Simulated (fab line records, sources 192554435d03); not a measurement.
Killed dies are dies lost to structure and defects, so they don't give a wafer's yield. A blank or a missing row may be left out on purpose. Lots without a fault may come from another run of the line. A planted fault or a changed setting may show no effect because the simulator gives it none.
fab line records | flow n5_finfet | part 1 of 2: steps 1 to 4 of 6
record lots=24 wafers=72 last_day=18
route steps=1938 shown SD_EPI_P@312 ILD0@338 SDB@374 HKMG_FIN@413
lots that met no fault: from a run of the same line without faults
start_h: hours from the record's first day to the start of the lot's first wafer shown | wait_h: hours since the lot's step before | " the same as in the row above | L1.1+2: a row that stands for several wafers | - no value, or no start given | * or withheld: withheld | < > ~ a bound
route shown NAME@n: a module of which the file shows steps, and the number in the route of the first | usual: mean/standard deviation of fault-free wafers | same: alike in all rows | chamber/n: place in a boat | sites: the reading at each site | _std_site: their standard deviation | _edge_site: outer sites' mean less inner sites' | radius_mm: how far each site lies from the wafer's centre | mask NAME#n: copy n | behind: the tool/chamber that last shaped the wafer | hold: why the lot was held/for how many hours/how that ended | device: the transistor (n, p or np) that didn't switch | end of line: the same wafers' tests at the end of the route | a step without rows: its recipe alone | killed: dies lost to structure and defects at the first sort, not the wafer's yield | map: a wafer's dies, x killed, . not, _ none there
set.NAME: the setting as run; set.NAME@STEP: as run at that earlier step | model.NAME: the simulator's own value behind a step, which no gauge read
steps of the route over a sample of lots; a table a step, a row a wafer
services: from which hour (start_h, from the record's first day; less than 0 if before it) a tool's chamber was out of use, for how many hours, and why
## steps
# step N5_SD_EPI_P_ETCH_16
# recipe chemistry=CHF3/O2 target=SiO2 target_depth_a=50 mask_material=SOC pressure_mtorr=30 source_w=650 bias_w=170 Ar_flow_sccm=200 CHF3_flow_sccm=50 O2_flow_sccm=5 ion_energy_ev=200
# usual drypump_motor_current_A=5.7/0.4 oes_product_au=0.77/0.081 rf_vpp_V=521/7 showerhead_plenum_p_Torr=2.41/0.069 throttle_valve_pct=18.89/0.26
# columns lot.wafer tool chamber start_h wait_h drypump_motor_current_A oes_product_au rf_hours_counter_h rf_vpp_V showerhead_plenum_p_Torr throttle_valve_pct
L074.4 rie_diel-06 2 54.68 0.0 5.2 0.75 - 526 2.52 19.14
L074.5 " 0 " " 5.9 0.72 - 518 2.38 18.93
L074.6 " 1 " " 5.5 0.69 - 530 2.40 18.81
L075.1 rie_diel-01 2 59.91 0.1 5.6 0.75 150 520 2.42 18.66
L075.2 " 3 " " 5.9 0.84 71 520 2.53 18.72
L075.6 " 3 " " 5.9 0.85 - 519 2.53 18.74
L076.3 rie_diel-01 1 65.81 0.1 6.4 0.96 3 530 2.38 18.72
L076.4 " 3 " " 5.9 0.85 73 519 2.53 18.72
L076.5 " 1 " " 6.4 0.96 - 528 2.38 18.73
L077.2 rie_diel-01 0 71.35 0.1 5.4 0.84 54 527 2.45 19.11
L077.3 " 2 " " 5.6 0.75 153 518 2.42 18.67
L077.6 " 3 " " 5.9 0.85 - 520 2.53 18.72
L078.1 rie_diel-06 3 78.46 0.1 5.6 0.98 3 522 2.47 18.61
L078.3 " 2 " " 5.2 0.74 159 527 2.52 19.17
L078.6 " 0 " " 5.9 0.71 - 518 2.38 18.93
L079.3 rie_diel-02 0 84.77 0.1 5.9 0.71 202 526 2.31 19.43
L079.4 " 3 " " 6.4 0.70 193 511 2.39 18.91
L079.6 " 2 " " 5.8 0.75 - 519 2.48 18.89
L080.1 rie_diel-02 2 91.88 0.1 5.8 0.74 164 517 2.48 18.88
L080.4 " 0 " " 5.9 0.71 205 526 2.31 19.44
L080.5 " 3 " " 6.4 0.69 - 511 2.39 18.92
L081.1 rie_diel-01 1 94.91 0.1 6.4 0.92 11 529 2.38 18.72
L081.3 " 3 " " 5.9 0.84 80 519 2.53 18.75
L081.5 " 2 " " 5.6 0.74 - 521 2.41 18.68
L082.1 rie_diel-02 3 103.31 0.1 6.4 0.69 199 510 2.38 18.93
L082.2 " 1 " " 5.2 0.78 136 509 2.32 18.53
L082.3 " 0 " " 6.0 0.71 208 527 2.30 19.43
L083.2 rie_diel-02 3 109.18 0.1 6.4 0.69 201 512 2.38 18.92
L083.3 " 0 " " 5.9 0.70 210 525 2.30 19.44
L083.5 " 1 " " 5.2 0.77 - 508 2.32 18.53
L084.1 rie_diel-02 0 113.27 0.1 5.9 0.71 212 526 2.30 19.46
L084.3 " 2 " " 5.8 0.74 170 518 2.48 18.90
L084.6 " 1 " " 5.2 0.78 - 509 2.32 18.54
L085.3 rie_diel-02 0 122.57 0.1 5.9 0.71 214 526 2.30 19.45
L085.4 " 3 " " 6.4 0.68 205 509 2.38 18.91
L085.6 " 3 " " 6.4 0.68 - 510 2.38 18.92
L086.1 rie_diel-02 1 126.24 0.1 5.2 0.77 143 509 2.32 18.54
L086.4 " 3 " " 6.4 0.67 206 510 2.38 18.94
L086.5 " 3 " " 6.4 0.68 - 510 2.38 18.92
L087.2 rie_diel-01 3 135.00 0.1 5.9 0.84 92 520 2.52 18.75
L087.5 " 3 " " 5.9 0.83 - 520 2.52 18.77
L087.6 " 0 " " 5.4 0.82 - 526 2.44 19.13
L088.3 rie_diel-06 1 139.43 0.1 5.5 0.68 226 530 2.39 18.87
L088.4 " 2 " " 5.2 0.72 177 527 2.51 19.17
L088.6 " 1 " " 5.5 0.67 - 530 2.39 18.87
L089.3 rie_diel-02 1 143.42 0.1 5.2 0.78 148 509 2.31 18.54
L089.4 " 3 " " 6.4 0.67 211 510 2.38 18.95
L089.6 " 1 " " 5.2 0.77 - 510 2.31 18.55
L090.2 rie_diel-01 2 153.92 0.1 5.6 0.73 176 519 2.41 18.70
L090.4 " 1 " " 6.4 0.89 28 529 2.37 18.77
L090.6 " 3 " " 5.9 0.83 - 517 2.52 18.76
L091.1 rie_diel-06 0 156.87 0.1 5.9 0.69 244 515 2.37 18.97
L091.3 " 3 " " 5.5 0.91 26 524 2.46 18.65
L091.6 " 3 " " 5.5 0.91 - 522 2.46 18.65
L092.2 rie_diel-01 2 164.32 0.1 5.6 0.73 179 520 2.41 18.71
L092.4 " 3 " " 5.9 0.83 100 520 2.52 18.77
L092.6 " 1 " " 6.4 0.90 - 530 2.37 18.77
L093.1 rie_diel-06 3 166.32 0.1 5.5 0.92 28 521 2.46 18.65
L093.2 " 1 " " 5.5 0.67 234 531 2.38 18.86
L093.5 " 0 " " 5.9 0.69 - 517 2.37 18.97
L094.1 rie_diel-06 3 177.66 0.1 5.5 0.90 33 522 2.45 18.64
L094.2 " 2 " " 5.2 0.72 188 527 2.51 19.21
L094.6 " 3 " " 5.5 0.90 - 523 2.45 18.65
L095.1 rie_diel-06 1 181.79 0.1 5.5 0.67 242 530 2.38 18.88
L095.3 " 2 " " 5.2 0.72 191 527 2.51 19.20
L095.5 " 2 " " 5.2 0.72 - 527 2.51 19.20
L096.1 rie_diel-01 3 188.39 0.1 5.9 0.82 103 520 2.52 18.77
L096.2 " 1 " " 6.4 0.89 34 529 2.37 18.78
L096.3 " 0 " " 5.4 0.79 85 527 2.43 19.16
L097.2 rie_diel-02 3 191.98 0.1 6.4 0.66 227 510 2.37 18.96
L097.4 " 2 " " 5.7 0.72 194 517 2.47 18.95
L097.6 " 1 " " 5.2 0.75 - 508 2.31 18.59
# step N5_SD_EPI_P_SD_RECESS_17
# recipe chemistry=HBr/Cl2/O2 target_depth_a=391 bt_time_s=3 pressure_mtorr=10 icp_w=800 bias_w=112 HBr_flow_sccm=150 Cl2_flow_sccm=80 O2_flow_sccm=12
# usual drypump_motor_current_A=5.6/0.36 he_backside_leak_sccm=2.7/0.37 mfc_cl2_sccm=80.03/0.24 oes_product_au=0.999/0.017 throttle_valve_pct=37.05/0.28
# same bt_time_s=3
# columns lot.wafer tool chamber start_h wait_h drypump_motor_current_A he_backside_leak_sccm mfc_cl2_sccm oes_product_au rf_hours_counter_h throttle_valve_pct
L074.4 rie_si-04 3 54.76 0.1 5.4 2.8 80.17 1.010 - 37.26
L074.5 " 1 " " 5.8 2.5 80.13 1.032 - 37.00
L074.6 " 0 " " 5.0 2.3 80.15 0.983 - 36.89
L075.1 rie_si-06 0 59.98 0.0 5.2 3.0 80.47 0.994 88 37.71
L075.2 " 1 " " 5.5 2.5 79.83 0.989 5 37.20
L075.6 " 3 " " 6.3 2.9 80.29 0.983 - 36.68
L076.3 rie_si-06 3 65.88 0.0 6.3 2.5 80.70 0.981 111 36.68
L076.4 " 0 " " 5.2 3.1 80.01 0.994 88 37.72
L076.5 " 0 " " 5.1 3.2 79.92 0.988 - 37.72
L077.2 rie_si-01 3 71.42 0.0 5.7 2.5 80.01 1.003 112 36.54
L077.3 " 1 " " 5.5 2.4 79.86 1.004 59 36.95
L077.6 " 0 " " 6.2 2.6 80.03 0.980 - 37.39
L078.1 rie_si-06 1 78.53 0.0 5.5 2.6 79.60 0.990 5 37.18
L078.3 " 2 " " 5.3 2.7 79.84 0.992 87 36.87
L078.6 " 3 " " 6.3 2.8 80.19 0.991 - 36.69
L079.3 rie_si-01 2 84.84 0.0 5.9 3.0 80.26 1.000 48 36.88
L079.4 " 3 " " 5.7 2.6 79.84 1.003 112 36.55
L079.6 " 0 " " 6.1 4.8 80.23 0.986 - 37.39
L080.1 rie_si-06 0 91.95 0.0 5.2 3.3 79.92 0.993 88 37.73
L080.4 " 1 " " 5.5 2.5 79.92 0.991 6 37.18
L080.5 " 3 " " 6.3 2.7 80.10 0.982 - 36.67
L081.1 rie_si-04 0 94.98 0.0 5.0 2.3 80.15 0.977 17 36.89
L081.3 " 3 " " 5.4 2.8 79.68 0.997 133 37.26
L081.5 " 2 " " 5.4 3.0 80.16 1.019 - 37.19
L082.1 rie_si-01 2 103.38 0.0 5.9 3.0 79.75 0.991 49 36.87
L082.2 " 0 " " 6.2 2.4 80.09 0.975 26 37.39
L082.3 " 3 " " 5.7 2.6 80.39 0.988 113 36.57
L083.2 rie_si-01 0 109.25 0.0 6.2 2.5 80.10 0.972 26 37.40
L083.3 " 2 " " 5.9 2.9 80.29 0.988 49 36.87
L083.5 " 1 " " 5.5 2.5 80.44 1.002 - 36.94
L084.1 rie_si-04 3 113.35 0.0 5.4 2.9 79.25 1.003 134 37.25
L084.3 " 1 " " 5.8 2.8 80.09 1.029 57 36.98
L084.6 " 1 " " 5.8 2.6 80.18 1.030 - 36.98
L085.3 rie_si-01 1 122.64 0.0 5.4 2.6 79.95 0.997 60 36.97
L085.4 " 3 " " 5.7 2.6 79.83 0.998 - 36.55
L085.6 " 1 " " 5.4 2.7 80.08 1.001 - 36.96
L086.1 rie_si-04 0 126.31 0.0 5.0 2.4 79.80 0.983 18 36.89
L086.4 " 2 " " 5.4 2.4 80.12 1.019 16 37.18
L086.5 " 0 " " 5.0 2.4 79.93 0.984 - 36.88
L087.2 rie_si-04 0 135.07 0.0 5.0 2.4 79.79 0.977 18 36.88
L087.5 " 0 " " 5.0 2.4 79.84 0.985 - 36.91
L087.6 " 3 " " 5.4 2.8 80.31 0.993 - 37.24
L088.3 rie_si-01 0 139.50 0.0 6.2 2.5 79.77 0.978 27 37.37
L088.4 " 1 " " 5.5 2.5 79.95 1.002 60 36.97
L088.6 " 2 " " 5.9 3.0 80.30 0.982 - 36.88
L089.3 rie_si-04 1 143.49 0.0 5.7 2.6 80.23 1.030 58 36.98
L089.4 " 0 " " 5.0 2.4 79.78 0.988 18 36.88
L089.6 " 0 " " 5.0 2.3 80.26 0.980 - 36.90
L090.2 rie_si-04 3 153.99 0.0 5.4 2.8 80.08 0.998 134 37.26
L090.4 " 2 " " 5.4 2.3 79.69 1.012 16 37.18
L090.6 " 0 " " 5.1 2.4 79.87 0.982 - 36.88
L091.1 rie_si-04 0 156.95 0.0 5.0 2.3 80.12 0.985 19 36.90
L091.3 " 3 " " 5.4 2.9 79.54 0.999 135 37.24
L091.6 " 0 " " 5.0 2.3 80.21 0.976 - 36.90
L092.2 rie_si-04 1 164.40 0.0 5.8 2.7 79.81 1.029 58 36.99
L092.4 " 3 " " 5.4 2.9 79.76 1.006 - 37.25
L092.6 " 2 " " 5.4 2.3 79.73 1.021 - 37.18
L093.1 rie_si-01 0 166.39 0.0 6.2 2.5 80.23 0.972 27 37.40
L093.2 " 2 " " 5.8 2.9 80.37 0.989 50 36.87
L093.5 " 3 " " 5.7 2.7 80.07 0.995 - 36.55
L094.1 rie_si-01 0 177.73 0.0 6.2 2.5 79.95 0.987 27 37.38
L094.2 " 1 " " 5.5 2.6 79.91 1.008 61 36.98
L094.6 " 1 " " 5.5 2.6 80.30 1.006 - 36.95
L095.1 rie_si-04 2 181.86 0.0 5.4 2.3 80.60 1.029 17 37.17
L095.3 " 3 " " 5.4 2.9 80.04 1.003 135 37.26
L095.5 " 3 " " 5.4 3.1 80.25 1.003 - 37.26
L096.1 rie_si-04 1 188.46 0.0 5.7 2.7 80.12 1.033 59 36.98
L096.2 " 0 " " 5.0 2.4 79.85 0.992 19 36.88
L096.3 " 3 " " 5.4 2.8 79.60 1.003 135 37.26
L097.2 rie_si-06 1 192.05 0.0 5.5 2.5 80.22 0.988 7 37.16
L097.4 " 2 " " 5.3 2.7 80.62 0.985 89 36.90
L097.6 " 2 " " 5.3 2.8 80.36 0.988 - 36.89
# step N5_SD_EPI_P_STRIP_40
# recipe chemistry=N2/H2 power_w=1000 temp_c=250 h2_frac=0.65 overash_fraction=0.3 pressure_mtorr=withheld n2_flow_sccm=1750 h2_flow_sccm=3250
# usual drypump_motor_current_A=5.6/0.4 heater_power_w=332/35 oes_product_au=0.762/0.0099
# columns lot.wafer tool chamber start_h wait_h drypump_motor_current_A heater_power_w oes_product_au rf_hours_counter_h
L074.4 plasma_asher-01 0 54.89 0.0 5.7 296 0.750 -
L074.5 " 1 " " 5.9 320 0.756 -
L074.6 " 0 " " 5.7 302 0.758 -
L075.1 plasma_asher-02 1 60.13 0.0 5.0 310 0.756 29
L075.2 " 0 " " 5.9 387 0.762 29
L075.6 " 0 " " 5.9 386 0.745 -
L076.3 plasma_asher-01 0 66.05 0.0 5.7 290 0.767 -
L076.4 " 1 " " 5.9 327 0.772 -
L076.5 " 1 " " 5.9 323 0.765 -
L077.2 plasma_asher-02 0 71.57 0.0 5.9 386 0.756 33
L077.3 " 1 " " 5.0 314 0.758 -
L077.6 " 0 " " 5.9 390 0.752 -
L078.1 plasma_asher-02 0 78.67 0.0 5.9 392 0.780 34
L078.3 " 0 " " 6.0 386 0.760 -
L078.6 " 0 " " 6.0 392 0.759 -
L079.3 plasma_asher-01 0 85.01 0.0 5.7 300 0.764 -
L079.4 " 1 " " 5.9 325 0.782 -
L079.6 " 1 " " 5.8 327 0.745 -
L080.1 plasma_asher-02 0 92.09 0.0 5.9 406 0.753 37
L080.4 " 1 " " 5.0 307 0.773 -
L080.5 " 1 " " 5.0 311 0.772 -
L081.1 plasma_asher-01 1 95.13 0.0 5.9 322 0.744 96
L081.3 " 0 " " 5.7 290 0.766 -
L081.5 " 0 " " 5.7 292 0.752 -
L082.1 plasma_asher-01 1 103.52 0.0 5.9 330 0.754 98
L082.2 " 0 " " 5.7 295 0.774 98
L082.3 " 1 " " 5.9 325 0.763 -
L083.2 plasma_asher-02 1 109.40 0.0 5.0 303 0.758 40
L083.3 " 0 " " 5.9 388 0.747 -
L083.5 " 1 " " 5.0 316 0.777 -
L084.1 plasma_asher-02 0 113.49 0.0 5.9 385 0.765 41
L084.3 " 0 " " 5.9 395 0.764 -
L084.6 " 0 " " 5.9 387 0.748 -
L085.3 plasma_asher-01 1 122.80 0.0 5.9 336 0.777 -
L085.4 " 0 " " 5.7 291 0.776 -
L085.6 " 1 " " 5.9 324 0.765 -
L086.1 plasma_asher-02 0 126.45 0.0 5.9 384 0.759 43
L086.4 " 0 " " 5.9 389 0.738 -
L086.5 " 1 " " 5.0 317 0.757 -
L087.2 plasma_asher-01 0 135.22 0.0 5.7 298 0.735 104
L087.5 " 1 " " 5.9 321 0.768 -
L087.6 " 0 " " 5.7 287 0.761 -
L088.3 plasma_asher-01 0 139.67 0.0 5.7 307 0.759 -
L088.4 " 1 " " 5.9 327 0.754 -
L088.6 " 1 " " 5.9 327 0.748 -
L089.3 plasma_asher-02 0 143.66 0.0 6.0 381 0.747 -
L089.4 " 1 " " 4.9 313 0.770 -
L089.6 " 0 " " 5.9 401 0.758 -
L090.2 plasma_asher-02 1 154.13 0.0 5.0 314 0.772 49
L090.4 " 0 " " 5.9 385 0.748 -
L090.6 " 0 " " 5.9 379 0.761 -
L091.1 plasma_asher-01 1 157.10 0.0 5.9 325 0.758 108
L091.3 " 1 " " 5.9 323 0.771 -
L091.6 " 0 " " 5.7 294 0.773 -
L092.2 plasma_asher-02 0 164.55 0.0 6.0 390 0.754 51
L092.4 " 0 " " 5.9 390 0.768 -
L092.6 " 1 " " 5.0 319 0.765 -
L093.1 plasma_asher-02 1 166.53 0.0 4.9 315 0.757 52
L093.2 " 0 " " 5.9 387 0.758 52
L093.5 " 1 " " 5.0 318 0.754 -
L094.1 plasma_asher-01 1 177.87 0.0 5.9 329 0.760 113
L094.2 " 0 " " 5.7 289 0.769 113
L094.6 " 0 " " 5.7 304 0.754 -
L095.1 plasma_asher-01 0 182.00 0.0 5.7 292 0.779 114
L095.3 " 1 " " 5.9 323 0.775 -
L095.5 " 0 " " 5.7 307 0.755 -
L096.1 plasma_asher-02 1 188.61 0.0 5.0 309 0.749 56
L096.2 " 0 " " 5.9 399 0.766 56
L096.3 " 0 " " 5.9 379 0.771 -
L097.2 plasma_asher-02 0 192.20 0.0 5.9 384 0.750 57
L097.4 " 1 " " 5.0 307 0.760 -
L097.6 " 1 " " 5.0 311 0.773 -
# step N5_ILD0_CMP_03
# recipe stop_on=SiNx t_overpolish_s=1.9 post_cmp_clean=alkaline_brush down_force_psi=4.1491 platen_rpm=51.796 pad_velocity_m_s=1.0306 target_thk_nm=197.38
# usual motor_current_A=11.8/1.2 overpolish_run_s=1.900/0.0096 platen_rpm=51.79/0.03 time_to_endpoint_s=70/3.6
# columns lot.wafer tool chamber start_h wait_h motor_current_A overpolish_run_s platen_rpm time_to_endpoint_s
L074.4 cmp-04 3 61.43 0.2 13.7 1.885 51.77 79
L074.5 " 1 " " 10.6 1.894 51.80 68
L074.6 " 2 " " 9.8 1.884 51.82 74
L075.2 cmp-02 0 66.26 0.1 11.2 1.897 51.84 70
L075.1 " 1 " " 13.1 1.888 51.83 71
L075.6 " 2 " " 12.4 1.906 51.82 69
L076.3 cmp-04 0 72.92 0.0 10.5 1.888 51.80 67
L076.4 " 3 " " 13.3 1.893 51.75 74
L076.5 " 1 " " 11.1 1.909 51.80 67
L077.3 cmp-04 1 79.53 0.0 11.2 1.888 51.81 67
L077.2 " 2 " " 9.5 1.897 51.82 71
L077.6 " 1 " " 11.9 1.897 51.76 68
L078.3 cmp-03 3 86.84 0.0 12.0 1.905 51.85 72
L078.1 " 1 " " 13.3 1.900 51.75 69
L078.6 " 0 " " 12.7 1.913 51.76 74
L079.3 cmp-02 3 92.57 0.0 11.7 1.905 51.84 70
L079.4 " 2 " " 12.9 1.886 51.80 73
L079.6 " 0 " " 11.6 1.917 51.80 73
L080.1 cmp-02 3 98.29 0.1 11.4 1.884 51.82 73
L080.4 " 1 " " 13.4 1.911 51.86 75
L080.5 " 3 " " 12.4 1.907 51.79 72
L081.3 cmp-03 1 103.38 0.1 12.5 1.909 51.75 69
L081.1 " 2 " " 11.9 1.909 51.76 64
L081.5 " 1 " " 12.3 1.891 51.73 70
L082.1 cmp-02 2 109.81 0.0 11.7 1.893 51.79 68
L082.2 " 3 " " 11.9 1.898 51.80 68
L082.3 " 0 " " 10.8 1.908 51.78 69
L083.3 cmp-04 0 115.78 0.1 10.5 1.903 51.79 75
L083.2 " 1 " " 11.2 1.889 51.84 71
L083.5 " 3 " " 12.6 1.906 51.75 80
L084.1 cmp-02 1 120.37 0.0 12.7 1.892 51.79 69
L084.3 " 3 " " 11.3 1.889 51.79 66
L084.6 " 1 " " 12.2 1.896 51.79 71
L085.3 cmp-04 2 129.82 0.0 9.6 1.913 51.85 70
L085.4 " 3 " " 13.5 1.891 51.80 75
L085.6 " 3 " " 13.8 1.905 51.80 75
L086.1 cmp-02 2 132.51 0.0 12.7 1.894 51.77 72
L086.4 " 0 " " 10.6 1.898 51.79 73
L086.5 " 3 " " 11.2 1.900 51.78 72
L087.2 cmp-04 2 141.63 0.0 9.9 1.889 51.82 67
L087.6 " 2 " " 9.5 1.913 51.80 68
L087.5 " 3 " " 14.1 1.897 51.80 73
L088.3 cmp-02 3 147.09 0.1 11.8 1.913 51.79 69
L088.4 " 0 " " 11.6 1.899 51.76 72
L088.6 " 3 " " 12.3 1.900 51.73 69
L089.3 cmp-02 3 149.83 0.1 11.1 1.908 51.80 73
L089.4 " 1 " " 13.1 1.910 51.82 74
L089.6 " 3 " " 11.9 1.908 51.78 74
L090.2 cmp-03 1 160.71 0.0 13.2 1.891 51.79 68
L090.4 " 3 " " 12.3 1.881 51.82 69
L090.6 " 2 " " 12.2 1.886 51.86 65
L091.3 cmp-02 1 163.61 0.1 13.2 1.903 51.78 74
L091.1 " 2 " " 12.9 1.914 51.80 71
L091.6 " 3 " " 11.5 1.899 51.84 70
L092.4 cmp-04 3 170.66 0.1 13.6 1.907 51.82 74
L092.2 " 0 " " 10.8 1.911 51.78 67
L092.6 " 2 " " 10.0 1.894 51.83 69
L093.2 cmp-02 1 172.74 0.1 13.5 1.895 51.77 72
L093.1 " 2 " " 12.6 1.913 51.83 71
L093.5 " 0 " " 11.6 1.914 51.85 72
L094.2 cmp-04 0 184.20 0.2 9.8 1.904 51.83 65
L094.1 " 1 " " 11.0 1.921 51.77 65
L094.6 " 3 " " 12.5 1.897 51.81 74
L095.3 cmp-04 0 189.97 0.1 10.3 1.898 51.77 60
L095.1 " 1 " " 10.7 1.898 51.77 62
L095.5 " 3 " " 12.8 1.906 51.80 68
L096.3 cmp-03 2 194.84 0.0 12.1 1.919 51.76 67
L096.1 " 3 " " 12.3 1.892 51.82 68
L096.2 " 1 " " 12.8 1.889 51.75 65
L097.2 cmp-04 2 198.68 0.1 9.7 1.898 51.74 64
L097.4 " 1 " " 10.6 1.912 51.82 64
L097.6 " 3 " " 13.3 1.891 51.78 68
